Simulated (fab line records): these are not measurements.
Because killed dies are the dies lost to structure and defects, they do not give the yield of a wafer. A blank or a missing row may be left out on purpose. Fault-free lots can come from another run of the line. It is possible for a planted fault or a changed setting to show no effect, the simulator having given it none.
Matching of chambers	flow n5_finfet	rie_diel-03 running N5_BEOL_M6_ETCH_65: 4 sister chambers
The step etches SiARC in CF4, target depth 15.6 nm, time 26 s. 4 wafers are shown with their chamber, then 9 later ones without.

== EACH WAFER AND ITS CHAMBER ==
wafer	chamber	drypump_motor_current_A (A)
L079.6	2	5.4
L082.4	3	5.5
L082.5	1	6.3
L082.6	0	5.8

== WAFERS MISSING THEIR CHAMBER ==
wafer	drypump_motor_current_A (A)
L084.2	5.8
L084.3	5.4
L084.6	5.5
L091.1	5.5
L091.2	5.8
L091.6	5.3
L090.2	5.8
L090.4	5.4
L090.5	5.8

== THE CHAMBER EACH PASSED THROUGH ==
wafer	from the rows above	in truth
L084.2	0	0
L084.3	2	2
L084.6	3	3
L091.1	3	3
L091.2	0	0
L091.6	2	2
L090.2	0	0
L090.4	2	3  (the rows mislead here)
L090.5	0	0
Correctly placed: 8 of 9. Number that these rows cannot place: 0. Placed wrongly: 1.
How it was worked out, from the rows above alone: a wafer's distance from a chamber is the root of the sum, over the readings, of the square of ((its reading less the chamber's mean) divided by the reading's scatter). If the next closest chamber is less than 2 further off than the closest, the wafer can't be placed; otherwise it belongs to the closest. Each chamber's mean is taken over the wafers shown for it. The scatter (one wafer shown for each chamber): square how far every hidden wafer sits from the nearest shown wafer, average those squares and take the square root.
